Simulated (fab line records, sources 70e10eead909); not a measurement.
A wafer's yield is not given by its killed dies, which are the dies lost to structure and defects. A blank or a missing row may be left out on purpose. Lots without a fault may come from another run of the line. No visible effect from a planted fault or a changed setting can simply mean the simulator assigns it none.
Chamber matching :: flow nandHarc :: NHARC_A_BONDPAD_DEP_00 on pecvd-02: 3 sister chambers
The step deposits SiCN, target thk 250 nm. 6 wafers are shown with their chamber, then 9 later ones without.

## EACH WAFER AND ITS CHAMBER
wafer: L082.1
chamber: 1
heaterPowerW (W): 548

wafer: L082.2
chamber: 0
heaterPowerW (W): 551

wafer: L082.5
chamber: 2
heaterPowerW (W): 519

wafer: L085.4
chamber: 1
heaterPowerW (W): 509

wafer: L085.5
chamber: 0
heaterPowerW (W): 678

wafer: L085.6
chamber: 2
heaterPowerW (W): 519

## WAFERS MISSING THEIR CHAMBER
wafer: L097.2
heaterPowerW (W): 541

wafer: L097.3
heaterPowerW (W): 645

wafer: L097.4
heaterPowerW (W): 498

wafer: L097.1
heaterPowerW (W): 496

wafer: L097.5
heaterPowerW (W): 572

wafer: L097.6
heaterPowerW (W): 661

wafer: L094.1
heaterPowerW (W): 498

wafer: L094.3
heaterPowerW (W): 465

wafer: L094.4
heaterPowerW (W): 478

## EACH ONE'S CHAMBER
wafer: L097.2
from the rows above: can't be placed: 1 or 2 or 0
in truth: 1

wafer: L097.3
from the rows above: can't be placed: 0 or 1 or 2
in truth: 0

wafer: L097.4
from the rows above: can't be placed: 2 or 1 or 0
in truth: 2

wafer: L097.1
from the rows above: can't be placed: 2 or 1 or 0
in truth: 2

wafer: L097.5
from the rows above: can't be placed: 0 or 1 or 2
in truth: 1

wafer: L097.6
from the rows above: can't be placed: 0 or 1 or 2
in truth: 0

wafer: L094.1
from the rows above: can't be placed: 2 or 1 or 0
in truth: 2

wafer: L094.3
from the rows above: can't be placed: 2 or 1 or 0
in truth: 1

wafer: L094.4
from the rows above: can't be placed: 2 or 1 or 0
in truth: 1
Correct placement for 0 of the 9. Can't be placed from these rows: 9 (the true chamber is among the candidates in 9). Wrongly placed: 0.
How it was worked out, from the rows above alone: a wafer's distance from a chamber is the root of the sum, over the readings, of the square of ((its reading less the chamber's mean) divided by the reading's scatter). If the next closest chamber is less than 2 further off than the closest, the wafer can't be placed; otherwise it belongs to the closest. Each chamber's mean is taken over the wafers shown for it. The scatter is the square root of a quotient: the sum, over the shown wafers, of each reading's squared deviation from its chamber's mean, divided by wafers minus chambers.
